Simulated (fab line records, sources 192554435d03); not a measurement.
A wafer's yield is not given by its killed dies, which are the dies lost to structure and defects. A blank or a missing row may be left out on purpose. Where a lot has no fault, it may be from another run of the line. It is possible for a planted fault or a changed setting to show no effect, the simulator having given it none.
Split-lot experiment | flow n5_finfet | on a route of 1938 steps: 7 lots, 21 wafers read

SPLIT DETAILS
At N5_BEOL_M14_ILD_DEP_00 (deposits SiO2 from TEOS/O2, target thk 1119.3 nm, time 237.4 s), the setting time_s was moved away from the recipe's 237.4 s on 7 of the 21 wafers read, by -8.1% to +12.4%. For the rest of the wafers, this setting stayed at what the recipe calls for.

Between the split and the reading, the file records no step.

THE READING
M14_ILD_THK, in nm, at N5_BEOL_M14_THK_MEAS_01. Fault-free wafers of this fab line usually give 1119 nm, standard deviation 15 nm.

wafer  | tool, chamber at the split | time_s as run, s | against the recipe | M14_ILD_THK, nm | against lot-mates on the recipe
L077.2 | pecvd-04, 2                | 237.4            | recipe             | 1121            | -
L077.3 | pecvd-04, 1                | 237.4            | recipe             | 1127            | -
L077.6 | pecvd-04, 0                | 266.9            | +12.4%             | 1278            | +154
L075.2 | pecvd-01, 1                | 237.4            | recipe             | 1117            | -
L075.4 | pecvd-01, 0                | 237.4            | recipe             | 1118            | -
L075.6 | pecvd-01, 2                | 237.4            | recipe             | 1101            | -
L085.3 | pecvd-04, 1                | 218.2            | -8.1%              | 1026            | -97
L085.4 | pecvd-04, 2                | 237.4            | recipe             | 1123            | -
L085.6 | pecvd-04, 1                | 218.2            | -8.1%              | 1037            | -86
L087.2 | pecvd-04, 2                | 237.4            | recipe             | 1118            | -
L087.3 | pecvd-04, 1                | 237.4            | recipe             | 1132            | -
L087.6 | pecvd-04, 1                | 237.4            | recipe             | 1151            | -
L090.2 | pecvd-04, 2                | 237.4            | recipe             | 1101            | -
L090.5 | pecvd-04, 1                | 237.4            | recipe             | 1128            | -
L090.6 | pecvd-04, 2                | 237.4            | recipe             | 1127            | -
L094.2 | pecvd-01, 0                | 262.4            | +10.5%             | 1229            | +111
L094.3 | pecvd-01, 2                | 262.4            | +10.5%             | 1226            | +108
L094.6 | pecvd-01, 2                | 237.4            | recipe             | 1118            | -
L096.1 | pecvd-04, 0                | 237.4            | recipe             | 1113            | -
L096.2 | pecvd-04, 2                | 219.9            | -7.4%              | 1040            | -73
L096.4 | pecvd-04, 0                | 219.9            | -7.4%              | 1054            | -59

THE FIT
A straight line over all 21 wafers: M14_ILD_THK changes by +10.9 nm for each +1% of time_s; r = +0.98; the points scatter about the line by 12 nm.
The same after taking each lot's own level away (the mean of its wafers on the recipe; 21 wafers): +10.8 nm for each +1%; r = +0.99; scatter 11 nm.
That fit puts the effect of the largest move of time_s on the reading at 1.3e+02 nm.
Measured against the standard deviation above, the lots' own levels, which go from 1112.0 to 1133.7 nm, span 1.4 times it.
So the lot-to-lot level changes the slope little: the two slopes agree.
Check: with one of the wafers moved furthest among these (+12.4%) left out of the fit, the line predicts +129 nm for it against its lot-mates. It came out at +154 nm against them.

THE WHOLE CHAIN: every reading that the file lists as answering this split, in the file's order
step                    | what it does                                                   | reading                                                                             | change (the file's fit)              | r (the file's)
N5_BEOL_M14_ILD_DEP_00  | deposits SiO2 from TEOS/O2, target thk 1119.3 nm, time 237.4 s | SiO2_of_BEOL_M14_ILD_DEP_00.thk_nm (the simulator's own value, which no gauge read) | +11.1 nm for each +1% of the setting | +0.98
N5_BEOL_M14_THK_MEAS_01 |                                                                | M14_ILD_THK                                                                         | +11.2 for each +1% of the setting    | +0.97
N5_BEOL_M14_VIA_ETCH_16 | etches SiO2 in C4F8/O2/Ar, target depth 1231.3 nm              | etch.depth_nm (the simulator's own value, which no gauge read)                      | +11.1 nm for each +1% of the setting | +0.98
N5_BEOL_M14_VIA_ETCH_16 | etches SiO2 in C4F8/O2/Ar, target depth 1231.3 nm              | coat_of_BEOL_M14_COAT_04.thk_nm (the simulator's own value, which no gauge read)    | -2.66 nm for each +1% of the setting | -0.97

FILE'S OWN FIT
M14_ILD_THK changes by +11.2 nm for each +1% of time_s, r = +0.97.
